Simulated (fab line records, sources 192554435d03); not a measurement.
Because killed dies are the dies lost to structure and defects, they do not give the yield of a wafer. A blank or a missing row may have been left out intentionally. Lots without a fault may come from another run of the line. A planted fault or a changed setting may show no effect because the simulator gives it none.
Which of the tools did it? / flow n5Finfet / 7 lots with 20 wafers sampled at 5 steps, on a route of 1938 steps

== WHAT EACH GAUGE READ, for each wafer ==
N5_FIN_SAQP_CD_MEAS_31: target cd 8 nm.
lot=L141; measured=day 2 17:04; on=cdSem-02; cdNm (nm)=8.43 7.82
lot=L144; measured=day 3 08:33; on=cdSem-03; cdNm (nm)=8.10 8.03 7.92
lot=L147; measured=day 4 01:17; on=cdSem-01; cdNm (nm)=8.39 7.94 7.97
lot=L154; measured=day 5 21:13; on=cdSem-03; cdNm (nm)=8.24 8.18 6.40
lot=L158; measured=day 6 22:04; on=cdSem-02; cdNm (nm)=8.22 8.03 8.24
lot=L160; measured=day 7 08:20; on=cdSem-02; cdNm (nm)=8.33 8.20 8.14
lot=L162; measured=day 7 19:23; on=cdSem-03; cdNm (nm)=8.22 8.05 8.28

== TOOL THAT RAN EACH LOT (tool first, then ch and the chambers of the sampled wafers, then the start) ==
lot=L141; N5_FIN_SAQP_SPACER1_ETCHBACK_25=rieDiel-03 ch 0,3, day 2 14:51; N5_FIN_SAQP_ETCH_57=rieDiel-04 ch 1,2, day 2 15:08; N5_FIN_SAQP_ETCH_69=rieDiel-03 ch 2,3, day 2 15:50; N5_FIN_SAQP_SPACER2_ALD_28=aldSin-03 ch 0,2, day 2 16:24
lot=L144; N5_FIN_SAQP_SPACER1_ETCHBACK_25=rieDiel-06 ch 0,3, day 3 06:48; N5_FIN_SAQP_ETCH_57=rieDiel-04 ch 0,3, day 3 07:03; N5_FIN_SAQP_ETCH_69=rieDiel-06 ch 0,2, day 3 07:43; N5_FIN_SAQP_SPACER2_ALD_28=aldSin-04 ch 0,2, day 3 08:02
lot=L147; N5_FIN_SAQP_SPACER1_ETCHBACK_25=rieDiel-03 ch 1,3, day 3 23:13; N5_FIN_SAQP_ETCH_57=rieDiel-04 ch 0,1,2, day 3 23:28; N5_FIN_SAQP_ETCH_69=rieDiel-03 ch 2,3, day 4 00:28; N5_FIN_SAQP_SPACER2_ALD_28=aldSin-01 ch 0,1,3, day 4 00:46
lot=L154; N5_FIN_SAQP_SPACER1_ETCHBACK_25=rieDiel-06 ch 1,2, day 5 19:28; N5_FIN_SAQP_ETCH_57=rieDiel-06 ch 1,3, day 5 19:43; N5_FIN_SAQP_ETCH_69=rieDiel-06 ch 1,2,3, day 5 20:23; N5_FIN_SAQP_SPACER2_ALD_28=aldSin-01 ch 2,3, day 5 20:41
lot=L158; N5_FIN_SAQP_SPACER1_ETCHBACK_25=rieDiel-06 ch 0,2, day 6 18:40; N5_FIN_SAQP_ETCH_57=rieDiel-03 ch 0,2,3, day 6 19:00; N5_FIN_SAQP_ETCH_69=rieDiel-06 ch 2,3, day 6 19:54; N5_FIN_SAQP_SPACER2_ALD_28=aldSin-04 ch 0,2,3, day 6 21:33
lot=L160; N5_FIN_SAQP_SPACER1_ETCHBACK_25=rieDiel-06 ch 0,1,3, day 7 06:04; N5_FIN_SAQP_ETCH_57=rieDiel-03 ch 0,2, day 7 06:19; N5_FIN_SAQP_ETCH_69=rieDiel-03 ch 0,2,3, day 7 07:13; N5_FIN_SAQP_SPACER2_ALD_28=aldSin-03 ch 1,2, day 7 07:48
lot=L162; N5_FIN_SAQP_SPACER1_ETCHBACK_25=rieDiel-06 ch 0,1,2, day 7 17:38; N5_FIN_SAQP_ETCH_57=rieDiel-04 ch 0,2,3, day 7 17:53; N5_FIN_SAQP_ETCH_69=rieDiel-03 ch 1,2,3, day 7 18:34; N5_FIN_SAQP_SPACER2_ALD_28=aldSin-04 ch 1,2,3, day 7 18:52
- N5_FIN_SAQP_SPACER1_ETCHBACK_25: etches SiO2 in CHF3/O2, target depth 24.4 nm, time 12.2 s.
- N5_FIN_SAQP_ETCH_57: etches SiNx in CH3F/O2, target depth 32.5 nm, time 46.4 s.
- N5_FIN_SAQP_ETCH_69: etches SOC in N2/H2, stops on SiNx, target depth 150 nm.
- N5_FIN_SAQP_SPACER2_ALD_28: deposits SiO2, target thk 8.1 nm, pulse time 1 s, purge time 2 s.

== THE ANSWER, worked out from the rows above alone ==
Rule: the lots themselves supply what counts as usual. Put in order of their means at a reading, lots are off if they are a third of the lots or fewer, leave a main group of 4 or more, and stand apart from it by a gap of 3 or more times the standard deviation of the main group's means; of several such gaps the widest counts. The tables above print the reading to a certain number of digits; a main group whose means all agree to those digits is not used. Also off: a lot with no number at a reading for which 4 or more lots have one. The other lots that the step has rows for count as sound.
Off, at N5_FIN_SAQP_CD_MEAS_31 on cdNm: L154. The main group has a mean of 8.14 nm with a standard deviation of 0.066.
A tool fits if, at a process step before that reading, it ran every lot that is off, and no sound lot after the first of them. Gauges at N5_FIN_SAQP_CD_MEAS_31: tried the same way as those tools. 2 tools fit, rieDiel-06 at N5_FIN_SAQP_ETCH_57 and aldSin-01 at N5_FIN_SAQP_SPACER2_ALD_28, so this cannot tell which one it is.

== WHAT HAD BEEN PUT IN BY THE SIMULATOR ==
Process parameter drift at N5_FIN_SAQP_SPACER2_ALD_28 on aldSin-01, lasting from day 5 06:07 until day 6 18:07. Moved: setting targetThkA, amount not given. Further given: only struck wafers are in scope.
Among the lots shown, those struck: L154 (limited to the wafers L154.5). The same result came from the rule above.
